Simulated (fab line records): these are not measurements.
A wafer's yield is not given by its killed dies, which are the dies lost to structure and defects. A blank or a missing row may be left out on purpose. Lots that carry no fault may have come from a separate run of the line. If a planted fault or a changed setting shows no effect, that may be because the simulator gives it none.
Chamber matching ; flow n5 finfet ; 3 sister chambers for N5_BEOL_M5_CURE_80 on uv cure-02
The step cures SiCOH lowk, time 120 s. 14 wafers are shown with their chamber, then 7 later ones without.

== WAFERS PAIRED WITH THEIR CHAMBERS ==
wafer;chamber;wafer_temp_C_max;lamp power pct (%)
L758.3;0;372.7;52.35
L758.5;0;372.2;52.35
L758.6;0;372.9;52.30
L760.3;2;372.2;52.34
L760.5;2;371.8;52.40
L760.6;2;372.0;52.27
L772.2;2;371.7;52.22
L772.4;2;371.8;52.26
L772.6;2;371.8;52.26
L773.2;1;371.1;52.21
L773.4;1;370.7;52.44
L773.5;1;370.6;52.27
L776.3;2;371.4;52.38
L776.4;2;372.0;52.26

SIGNATURES (means of the wafers above)
reading;chamber 0;chamber 1;chamber 2;scatter within a chamber
wafer_temp_C_max;372.600;370.800;371.837;0.269
lamp power pct;52.3333;52.3067;52.2987;0.074
Rule: for a wafer and a chamber, the distance is found by dividing, reading by reading, the gap between the wafer's reading and the chamber's mean by the reading's scatter, squaring, summing and taking the root. The wafer belongs to the nearest chamber; if the next one is less than 2 further off, it can't be placed. How the scatter is found: for the shown wafers, subtract from each reading the mean of its chamber, square and add these, divide the total by (wafers less chambers), then take the root.

== WAFERS WHOSE CHAMBER IS MISSING ==
wafer;wafer_temp_C_max;lamp power pct (%)
L776.5;371.8;52.23
L778.2;372.2;52.37
L778.4;372.8;52.36
L778.6;372.2;52.38
L777.2;370.9;52.35
L777.3;370.7;52.32
L777.5;370.6;52.35

== CHAMBER TAKEN BY EACH ==
wafer;from the rows above;in truth
L776.5;2;2
L778.2;can't be placed: 0 or 2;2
L778.4;0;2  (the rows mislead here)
L778.6;can't be placed: 0 or 2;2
L777.2;1;1
L777.3;1;1
L777.5;1;1
Correctly placed: 4 of 7. From these rows, 2 cannot be placed; in 2 the true chamber is one of the candidates. 1 placed wrongly.
